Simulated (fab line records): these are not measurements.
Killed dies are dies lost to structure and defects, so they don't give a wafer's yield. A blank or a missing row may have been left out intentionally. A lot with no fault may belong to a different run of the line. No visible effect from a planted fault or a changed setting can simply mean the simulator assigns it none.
Chamber matching	flow n5Finfet	rieDiel-05 running N5_FIN_CUT_STRIP_22: 4 sister chambers
The step strips in N2/H2. 4 wafers are shown with their chamber, then 9 later ones without.

## WAFERS PAIRED WITH THEIR CHAMBERS
wafer	chamber	showerheadPlenumPTorr (Torr)
L083.4	0	3.54
L092.2	1	3.23
L092.4	3	3.19
L092.5	2	3.31

## WAFERS WITHOUT THEIR CHAMBER
wafer	showerheadPlenumPTorr (Torr)
L093.3	3.31
L093.5	3.31
L093.6	3.53
L096.2	3.22
L096.4	3.18
L096.5	3.31
L097.3	3.52
L097.5	3.30
L097.6	3.22

## THE CHAMBER EACH PASSED THROUGH
wafer	from the rows above	in truth
L093.3	2	2
L093.5	2	2
L093.6	0	0
L096.2	1	1
L096.4	3	3
L096.5	2	2
L097.3	0	0
L097.5	2	2
L097.6	1	1
Correctly placed: 9 of 9. Left unplaced by these rows: 0. Wrongly placed: 0.
How it was worked out, from the rows above alone: a wafer's distance from a chamber is the root of the sum, over the readings, of the square of ((its reading less the chamber's mean) divided by the reading's scatter). If the next closest chamber is less than 2 further off than the closest, the wafer can't be placed; otherwise it belongs to the closest. For every chamber, the mean is computed from those of its wafers that are shown. The scatter (one wafer shown for each chamber): square how far every hidden wafer sits from the nearest shown wafer, average those squares and take the square root.
